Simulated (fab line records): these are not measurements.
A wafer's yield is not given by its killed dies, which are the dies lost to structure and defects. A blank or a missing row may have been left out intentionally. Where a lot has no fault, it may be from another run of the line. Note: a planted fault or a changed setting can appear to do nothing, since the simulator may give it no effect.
fab line records	flow n5Finfet
record: lots: 24	wafers: 72	lastDay: 17
route steps=1938 shown BEOL_M1@815 BEOL_M2@842
lots untouched by any fault: they come from a run of this same line in which no faults occurred
startH: start of the lot's first displayed wafer, in hours after the record's first day	waitH: hours elapsed since this lot's preceding step	" unchanged from the row above	L1.1+2: one row covering several wafers at once	- value missing, or start not given	* or withheld: withheld	< > ~ a bound
route shown NAME@n: NAME is a module with steps in the file, n the number in the route of the first one	usual: mean/standard deviation taken from wafers without a fault	same: alike in all rows	chamber/n: place in a boat	sites: per-site readings	_std_site: how widely they spread, as a standard deviation	_edge_site: the outer-site mean with the inner-site mean subtracted	radiusMm: for every site, how far away it sits from the centre of the wafer	mask NAME#n: copy n	behind: tool/chamber where the wafer was last shaped	hold: why the lot went on hold/how many hours it stayed there/how the hold came to an end	device: names the non-switching transistor (n, p or np)	end of line: tests of these same wafers at the route's end	a step given without rows: its recipe and nothing more	killed: dies lost to structure and defects at the first sort, not the wafer's yield	map: a wafer's dies, marking killed ones x, the rest . and places with no die _
set.NAME: the run value of the setting; set.NAME@STEP: its run value at that earlier step	model.NAME: the simulator's own value behind a step, which no gauge read
the route's steps for a sample of lots (tables are steps, rows are wafers)
== steps ==
step: N5_BEOL_M1_ANNEAL_49
recipe: tempC: 400	timeS: 240	ambient: vacuum
usual: heaterPowerW: 822/67
same: timeS: 240
lot.wafer	tool	chamber	startH	waitH	heaterPowerW
L074.4	pvdSputter-01	-	129.52	0.0	886
L074.5	"	-	"	"	861
L074.6	"	-	"	"	894
L075.2	pvdSputter-02	-	142.48	0.0	871
L075.3	"	-	"	"	794
L075.4	"	-	"	"	835
L076.1	pvdSputter-03	-	145.88	0.0	813
L076.3	"	-	"	"	647
L076.4	"	-	"	"	764
L077.2	pvdSputter-02	-	145.92	0.0	797
L077.4	"	-	"	"	818
L077.5	"	-	"	"	841
L078.1	pvdSputter-03	-	158.61	0.0	806
L078.2	"	-	"	"	851
L078.4	"	-	"	"	740
L079.2	pvdSputter-01	-	160.92	0.0	878
L079.3	"	-	"	"	698
L079.5	"	-	"	"	858
L080.1	pvdSputter-02	-	165.67	0.0	856
L080.5	"	-	"	"	853
L080.6	"	-	"	"	870
L081.2	pvdSputter-02	-	170.41	0.0	861
L081.3	"	-	"	"	782
L081.5	"	-	"	"	819
L082.1	pvdSputter-02	-	182.03	0.0	851
L082.4	"	-	"	"	806
L082.6	"	-	"	"	846
L083.1	pvdSputter-01	-	187.77	0.0	892
L083.2	"	-	"	"	860
L083.5	"	-	"	"	700
L084.1	pvdSputter-02	-	193.18	0.0	805
L084.2	"	-	"	"	822
L084.4	"	-	"	"	901
L085.2	pvdSputter-02	-	197.04	0.0	876
L085.5	"	-	"	"	819
L085.6	"	-	"	"	849
L086.1	pvdSputter-03	-	200.27	0.0	822
L086.3	"	-	"	"	645
L086.4	"	-	"	"	844
L087.3	pvdSputter-03	-	207.57	0.0	851
L087.4	"	-	"	"	876
L087.6	"	-	"	"	809
L088.3	pvdSputter-02	-	214.32	0.0	884
L088.5	"	-	"	"	897
L088.6	"	-	"	"	839
L089.4	pvdSputter-03	-	219.99	0.0	885
L089.5	"	-	"	"	750
L089.6	"	-	"	"	650
L090.3	pvdSputter-02	-	221.60	0.0	815
L090.5	"	-	"	"	806
L090.6	"	-	"	"	836
L091.1	pvdSputter-01	-	239.45	0.0	854
L091.4	"	-	"	"	896
L091.5	"	-	"	"	695
L092.1	pvdSputter-02	-	239.77	0.0	814
L092.3	"	-	"	"	875
L092.6	"	-	"	"	853
L093.2	pvdSputter-01	-	242.63	0.0	894
L093.4	"	-	"	"	891
L093.6	"	-	"	"	853
L094.1	pvdSputter-01	-	245.31	0.0	688
L094.2	"	-	"	"	889
L094.6	"	-	"	"	687
L095.1	pvdSputter-01	-	249.97	0.0	869
L095.5	"	-	"	"	895
L095.6	"	-	"	"	874
L096.1	pvdSputter-03	-	261.71	0.0	859
L096.2	"	-	"	"	644
L096.6	"	-	"	"	733
L097.1	pvdSputter-02	-	268.27	0.0	803
L097.3	"	-	"	"	827
L097.5	"	-	"	"	809
step: N5_BEOL_M1_ANNEAL_80
recipe: tempC: 400	timeS: 240	ambient: vacuum
usual: heaterPowerW: 817/68
same: timeS: 240
lot.wafer	tool	chamber	startH	waitH	heaterPowerW
L074.4	pvdSputter-01	-	129.74	0.0	875
L074.5	"	-	"	"	874
L074.6	"	-	"	"	879
L075.2	pvdSputter-02	-	142.70	0.0	853
L075.3	"	-	"	"	824
L075.4	"	-	"	"	834
L076.1	pvdSputter-03	-	146.10	0.0	817
L076.3	"	-	"	"	634
L076.4	"	-	"	"	742
L077.2	pvdSputter-02	-	146.14	0.0	805
L077.4	"	-	"	"	813
L077.5	"	-	"	"	835
L078.1	pvdSputter-03	-	158.83	0.0	801
L078.2	"	-	"	"	887
L078.4	"	-	"	"	752
L079.2	pvdSputter-01	-	161.14	0.0	893
L079.3	"	-	"	"	682
L079.5	"	-	"	"	869
L080.1	pvdSputter-02	-	165.89	0.0	820
L080.5	"	-	"	"	841
L080.6	"	-	"	"	887
L081.2	pvdSputter-02	-	170.63	0.0	860
L081.3	"	-	"	"	805
L081.5	"	-	"	"	809
L082.1	pvdSputter-02	-	182.25	0.0	815
L082.4	"	-	"	"	816
L082.6	"	-	"	"	820
L083.1	pvdSputter-01	-	187.99	0.0	903
L083.2	"	-	"	"	888
L083.5	"	-	"	"	689
L084.1	pvdSputter-02	-	193.40	0.0	799
L084.2	"	-	"	"	778
L084.4	"	-	"	"	896
L085.2	pvdSputter-02	-	197.26	0.0	896
L085.5	"	-	"	"	804
L085.6	"	-	"	"	810
L086.1	pvdSputter-03	-	200.49	0.0	796
L086.3	"	-	"	"	654
L086.4	"	-	"	"	876
L087.3	pvdSputter-03	-	207.79	0.0	793
L087.4	"	-	"	"	864
L087.6	"	-	"	"	819
L088.3	pvdSputter-02	-	214.54	0.0	881
L088.5	"	-	"	"	888
L088.6	"	-	"	"	825
L089.4	pvdSputter-03	-	220.21	0.0	868
L089.5	"	-	"	"	729
L089.6	"	-	"	"	639
L090.3	pvdSputter-02	-	221.85	0.0	780
L090.5	"	-	"	"	814
L090.6	"	-	"	"	860
L091.1	pvdSputter-01	-	239.67	0.0	852
L091.4	"	-	"	"	884
L091.5	"	-	"	"	711
L092.1	pvdSputter-02	-	239.99	0.0	807
L092.3	"	-	"	"	889
L092.6	"	-	"	"	828
L093.2	pvdSputter-01	-	242.85	0.0	896
L093.4	"	-	"	"	884
L093.6	"	-	"	"	866
L094.1	pvdSputter-01	-	245.53	0.0	706
L094.2	"	-	"	"	898
L094.6	"	-	"	"	707
L095.1	pvdSputter-01	-	250.19	0.0	883
L095.5	"	-	"	"	894
L095.6	"	-	"	"	875
L096.1	pvdSputter-03	-	261.93	0.0	903
L096.2	"	-	"	"	645
L096.6	"	-	"	"	747
L097.1	pvdSputter-02	-	268.49	0.0	796
L097.3	"	-	"	"	836
L097.5	"	-	"	"	795
step: N5_BEOL_M1_ANNEAL_95
recipe: tempC: 400	timeS: 240	ambient: vacuum
usual: heaterPowerW: 819/68
same: timeS: 240
lot.wafer	tool	chamber	startH	waitH	heaterPowerW
L074.4	pvdSputter-01	-	131.06	0.0	879
L074.5	"	-	"	"	837
L074.6	"	-	"	"	899
L075.2	pvdSputter-02	-	144.02	0.0	882
L075.3	"	-	"	"	819
L075.4	"	-	"	"	861
L076.1	pvdSputter-03	-	147.42	0.0	816
L076.3	"	-	"	"	645
L076.4	"	-	"	"	764
L077.2	pvdSputter-02	-	147.46	0.0	821
L077.4	"	-	"	"	782
L077.5	"	-	"	"	823
L078.1	pvdSputter-03	-	160.15	0.0	801
L078.2	"	-	"	"	868
L078.4	"	-	"	"	730
L079.2	pvdSputter-01	-	162.46	0.0	888
L079.3	"	-	"	"	712
L079.5	"	-	"	"	871
L080.1	pvdSputter-02	-	167.21	0.0	858
L080.5	"	-	"	"	845
L080.6	"	-	"	"	862
L081.2	pvdSputter-02	-	171.95	0.0	841
L081.3	"	-	"	"	805
L081.5	"	-	"	"	813
L082.1	pvdSputter-02	-	183.57	0.0	858
L082.4	"	-	"	"	832
L082.6	"	-	"	"	835
L083.1	pvdSputter-01	-	189.31	0.0	895
L083.2	"	-	"	"	857
L083.5	"	-	"	"	707
L084.1	pvdSputter-02	-	194.72	0.0	794
L084.2	"	-	"	"	813
L084.4	"	-	"	"	891
L085.2	pvdSputter-02	-	198.58	0.0	865
L085.5	"	-	"	"	820
L085.6	"	-	"	"	854
L086.1	pvdSputter-03	-	201.81	0.0	825
L086.3	"	-	"	"	636
L086.4	"	-	"	"	892
L087.3	pvdSputter-03	-	209.11	0.0	793
L087.4	"	-	"	"	867
L087.6	"	-	"	"	803
L088.3	pvdSputter-02	-	215.95	0.0	881
L088.5	"	-	"	"	904
L088.6	"	-	"	"	828
L089.4	pvdSputter-03	-	221.53	0.0	893
L089.5	"	-	"	"	744
L089.6	"	-	"	"	654
L090.3	pvdSputter-02	-	223.33	0.0	806
L090.5	"	-	"	"	797
L090.6	"	-	"	"	832
L091.1	pvdSputter-01	-	240.99	0.0	847
L091.4	"	-	"	"	891
L091.5	"	-	"	"	701
L092.1	pvdSputter-02	-	241.31	0.0	810
L092.3	"	-	"	"	894
L092.6	"	-	"	"	848
L093.2	pvdSputter-01	-	244.17	0.0	898
L093.4	"	-	"	"	900
L093.6	"	-	"	"	844
L094.1	pvdSputter-01	-	246.85	0.0	687
L094.2	"	-	"	"	896
L094.6	"	-	"	"	702
L095.1	pvdSputter-01	-	251.51	0.0	865
L095.5	"	-	"	"	896
L095.6	"	-	"	"	878
L096.1	pvdSputter-03	-	263.25	0.0	890
L096.2	"	-	"	"	640
L096.6	"	-	"	"	733
L097.1	pvdSputter-02	-	269.81	0.0	810
L097.3	"	-	"	"	824
L097.5	"	-	"	"	786
step: N5_BEOL_M1_ANNEAL_51
recipe: tempC: 225	timeS: 90	ambient: N2
usual: wafer_temp_C_max: 225.72/0.24
same: timeS: 90
lot.wafer	tool	chamber	startH	waitH	wafer_temp_C_max
L074.4	rtpAnneal-01	0	131.53	0.2	225.34
L074.5	"	0	"	"	225.79
L074.6	"	0	"	"	225.39
L075.2	rtpAnneal-01	0	144.40	0.1	225.33
L075.3	"	0	"	"	225.67
L075.4	"	0	"	"	225.82
L076.1	rtpAnneal-02	0	147.75	0.1	225.81
L076.3	"	0	"	"	225.90
L076.4	"	0	"	"	225.59
L077.2	rtpAnneal-01	0	147.88	0.2	225.75
L077.4	"	0	"	"	225.61
L077.5	"	0	"	"	225.54
L078.1	rtpAnneal-01	0	160.49	0.1	225.56
L078.2	"	0	"	"	225.72
L078.4	"	0	"	"	225.62
L079.2	rtpAnneal-02	0	162.84	0.1	225.64
L079.3	"	0	"	"	225.52
L079.5	"	0	"	"	225.71
L080.1	rtpAnneal-01	0	167.54	0.1	225.87
L080.5	"	0	"	"	225.95
L080.6	"	0	"	"	226.07
L081.2	rtpAnneal-02	0	172.64	0.4	225.74
L081.3	"	0	"	"	225.94
L081.5	"	0	"	"	225.63
L082.1	rtpAnneal-01	0	183.91	0.1	225.28
L082.4	"	0	"	"	225.77
L082.6	"	0	"	"	225.60
L083.1	rtpAnneal-02	0	190.55	1.0	225.66
L083.2	"	0	"	"	225.94
L083.5	"	0	"	"	225.75
L084.1	rtpAnneal-02	0	195.06	0.1	225.86
L084.2	"	0	"	"	226.04
L084.4	"	0	"	"	226.63
L085.2	rtpAnneal-01	0	198.97	0.1	225.74
L085.5	"	0	"	"	225.81
L085.6	"	0	"	"	225.59
L086.1	rtpAnneal-01	0	202.15	0.1	225.45
L086.3	"	0	"	"	225.78
L086.4	"	0	"	"	225.29
L087.3	rtpAnneal-02	0	209.53	0.1	225.75
L087.4	"	0	"	"	225.93
L087.6	"	0	"	"	225.71
L088.3	rtpAnneal-02	0	216.41	0.1	225.67
L088.5	"	0	"	"	225.78
L088.6	"	0	"	"	225.88
L089.4	rtpAnneal-02	0	222.02	0.2	225.87
L089.5	"	0	"	"	225.71
L089.6	"	0	"	"	225.63
L090.3	rtpAnneal-01	0	223.79	0.1	225.46
L090.5	"	0	"	"	225.63
L090.6	"	0	"	"	225.51
L091.1	rtpAnneal-01	0	241.33	0.1	225.81
L091.4	"	0	"	"	225.70
L091.5	"	0	"	"	225.42
L092.1	rtpAnneal-02	0	241.71	0.1	226.27
L092.3	"	0	"	"	225.82
L092.6	"	0	"	"	225.92
L093.2	rtpAnneal-01	0	244.55	0.1	225.85
L093.4	"	0	"	"	225.86
L093.6	"	0	"	"	225.82
L094.1	rtpAnneal-02	0	247.18	0.1	225.87
L094.2	"	0	"	"	226.11
L094.6	"	0	"	"	225.32
L095.1	rtpAnneal-01	0	251.84	0.1	225.49
L095.5	"	0	"	"	225.70
L095.6	"	0	"	"	225.86
L096.1	rtpAnneal-02	0	263.59	0.1	226.06
L096.2	"	0	"	"	225.72
L096.6	"	0	"	"	226.03
L097.1	rtpAnneal-01	0	270.15	0.1	225.85
L097.3	"	0	"	"	225.52
L097.5	"	0	"	"	225.56
step: N5_BEOL_M1_RS_MEAS_58
recipe: thkMeasGauge: four-point-probe	reads: Co_of_BEOL_M1_CO_CAP_55+Cu_of_BEOL_M1_ECD_50+Co_of_BEOL_M1_CVD_47+TaN_of_BEOL_M1_ALD_84
usual: M1_RS: 0.68/0.036
lot.wafer	tool	chamber	startH	waitH	M1_RS[ohm/sq]
L074.4	filmMetro-01	-	132.25	0.0	0.68
L074.5	"	-	"	"	0.69
L074.6	"	-	"	"	0.65
L075.2	filmMetro-01	-	145.20	0.1	0.69
L075.3	"	-	"	"	0.63
L075.4	"	-	"	"	0.62
L076.1	filmMetro-01	-	148.61	0.0	0.62
L076.3	"	-	"	"	0.64
L076.4	"	-	"	"	0.63
L077.2	filmMetro-01	-	148.92	0.1	0.67
L077.4	"	-	"	"	0.67
L077.5	"	-	"	"	0.71
L078.1	filmMetro-02	-	161.34	0.0	0.68
L078.2	"	-	"	"	0.64
L078.4	"	-	"	"	0.65
L079.2	filmMetro-02	-	163.65	0.1	0.75
L079.3	"	-	"	"	0.69
L079.5	"	-	"	"	0.70
L080.1	filmMetro-02	-	168.39	0.0	0.71
L080.5	"	-	"	"	0.64
L080.6	"	-	"	"	0.65
L081.2	filmMetro-02	-	173.45	0.1	0.73
L081.3	"	-	"	"	0.72
L081.5	"	-	"	"	0.71
L082.1	filmMetro-02	-	184.76	0.0	0.68
L082.4	"	-	"	"	0.66
L082.6	"	-	"	"	0.68
L083.1	filmMetro-01	-	191.41	0.0	0.69
L083.2	"	-	"	"	0.71
L083.5	"	-	"	"	0.68
L084.1	filmMetro-01	-	195.92	0.0	0.74
L084.2	"	-	"	"	0.76
L084.4	"	-	"	"	0.72
L085.2	filmMetro-01	-	199.79	0.1	0.71
L085.5	"	-	"	"	0.67
L085.6	"	-	"	"	0.66
L086.1	filmMetro-01	-	203.00	0.0	0.67
L086.3	"	-	"	"	0.66
L086.4	"	-	"	"	0.67
L087.3	filmMetro-02	-	210.31	0.1	0.75
L087.4	"	-	"	"	0.65
L087.6	"	-	"	"	0.68
L088.3	filmMetro-02	-	217.17	0.1	0.65
L088.5	"	-	"	"	0.71
L088.6	"	-	"	"	0.71
L089.4	filmMetro-01	-	222.77	0.1	0.61
L089.5	"	-	"	"	0.63
L089.6	"	-	"	"	0.63
L090.3	filmMetro-01	-	224.58	0.1	0.69
L090.5	"	-	"	"	0.63
L090.6	"	-	"	"	0.65
L091.1	filmMetro-02	-	242.18	0.0	0.71
L091.4	"	-	"	"	0.65
L091.5	"	-	"	"	0.66
L092.1	filmMetro-01	-	242.58	0.0	0.66
L092.3	"	-	"	"	0.71
L092.6	"	-	"	"	0.69
L093.2	filmMetro-01	-	245.68	0.1	0.69
L093.4	"	-	"	"	0.71
L093.6	"	-	"	"	0.63
L094.1	filmMetro-02	-	248.03	0.0	0.67
L094.2	"	-	"	"	0.71
L094.6	"	-	"	"	0.70
L095.1	filmMetro-02	-	252.72	0.0	0.75
L095.5	"	-	"	"	0.71
L095.6	"	-	"	"	0.63
L096.1	filmMetro-02	-	264.44	0.0	0.70
L096.2	"	-	"	"	0.69
L096.6	"	-	"	"	0.65
L097.1	filmMetro-02	-	271.00	0.0	0.66
L097.3	"	-	"	"	0.62
L097.5	"	-	"	"	0.61
step: N5_BEOL_M2_THK_MEAS_01
recipe: reads: SiOC_of_BEOL_M2_ILD_DEP_00
usual: M2_ILD_THK: 79.3/1.1
lot.wafer	tool	chamber	startH	waitH	M2_ILD_THK[nm]
L074.4	filmMetro-02	-	132.38	0.0	81.8
L074.5	"	-	"	"	81.3
L074.6	"	-	"	"	80.8
L075.2	filmMetro-02	-	145.33	0.1	77.8
L075.3	"	-	"	"	77.8
L075.4	"	-	"	"	78.9
L076.1	filmMetro-01	-	148.74	0.1	79.3
L076.3	"	-	"	"	78.1
L076.4	"	-	"	"	79.2
L077.2	filmMetro-01	-	149.05	0.1	80.2
L077.4	"	-	"	"	80.7
L077.5	"	-	"	"	80.4
L078.1	filmMetro-01	-	161.47	0.0	76.8
L078.2	"	-	"	"	78.4
L078.4	"	-	"	"	80.8
L079.2	filmMetro-02	-	163.78	0.1	77.9
L079.3	"	-	"	"	78.7
L079.5	"	-	"	"	79.5
L080.1	filmMetro-01	-	168.52	0.0	78.2
L080.5	"	-	"	"	78.8
L080.6	"	-	"	"	79.0
L081.2	filmMetro-01	-	173.58	0.1	78.5
L081.3	"	-	"	"	78.5
L081.5	"	-	"	"	79.2
L082.1	filmMetro-02	-	184.89	0.0	79.6
L082.4	"	-	"	"	80.1
L082.6	"	-	"	"	80.7
L083.1	filmMetro-01	-	191.54	0.0	78.0
L083.2	"	-	"	"	79.1
L083.5	"	-	"	"	78.9
L084.1	filmMetro-02	-	196.05	0.0	78.1
L084.2	"	-	"	"	78.5
L084.4	"	-	"	"	79.5
L085.2	filmMetro-02	-	199.92	0.1	80.1
L085.5	"	-	"	"	80.0
L085.6	"	-	"	"	80.4
L086.1	filmMetro-01	-	203.13	0.0	78.2
L086.3	"	-	"	"	79.7
L086.4	"	-	"	"	81.2
L087.3	filmMetro-01	-	210.44	0.1	79.2
L087.4	"	-	"	"	79.9
L087.6	"	-	"	"	81.7
L088.3	filmMetro-02	-	217.30	0.1	79.7
L088.5	"	-	"	"	79.8
L088.6	"	-	"	"	80.7
L089.4	filmMetro-01	-	222.91	0.1	80.1
L089.5	"	-	"	"	80.8
L089.6	"	-	"	"	80.9
L090.3	filmMetro-02	-	224.71	0.1	77.1
L090.5	"	-	"	"	78.2
L090.6	"	-	"	"	77.2
L091.1	filmMetro-02	-	242.31	0.0	78.5
L091.4	"	-	"	"	79.7
L091.5	"	-	"	"	80.4
L092.1	filmMetro-02	-	242.71	0.0	78.0
L092.3	"	-	"	"	77.2
L092.6	"	-	"	"	79.8
L093.2	filmMetro-01	-	245.81	0.1	77.8
L093.4	"	-	"	"	79.4
L093.6	"	-	"	"	80.1
L094.1	filmMetro-02	-	248.16	0.0	79.5
L094.2	"	-	"	"	79.7
L094.6	"	-	"	"	80.0
L095.1	filmMetro-01	-	252.85	0.0	77.0
L095.5	"	-	"	"	79.1
L095.6	"	-	"	"	79.6
L096.1	filmMetro-02	-	264.57	0.0	80.0
L096.2	"	-	"	"	79.2
L096.6	"	-	"	"	80.4
L097.1	filmMetro-01	-	271.13	0.0	79.6
L097.3	"	-	"	"	79.3
L097.5	"	-	"	"	81.1
== key ==
fault none
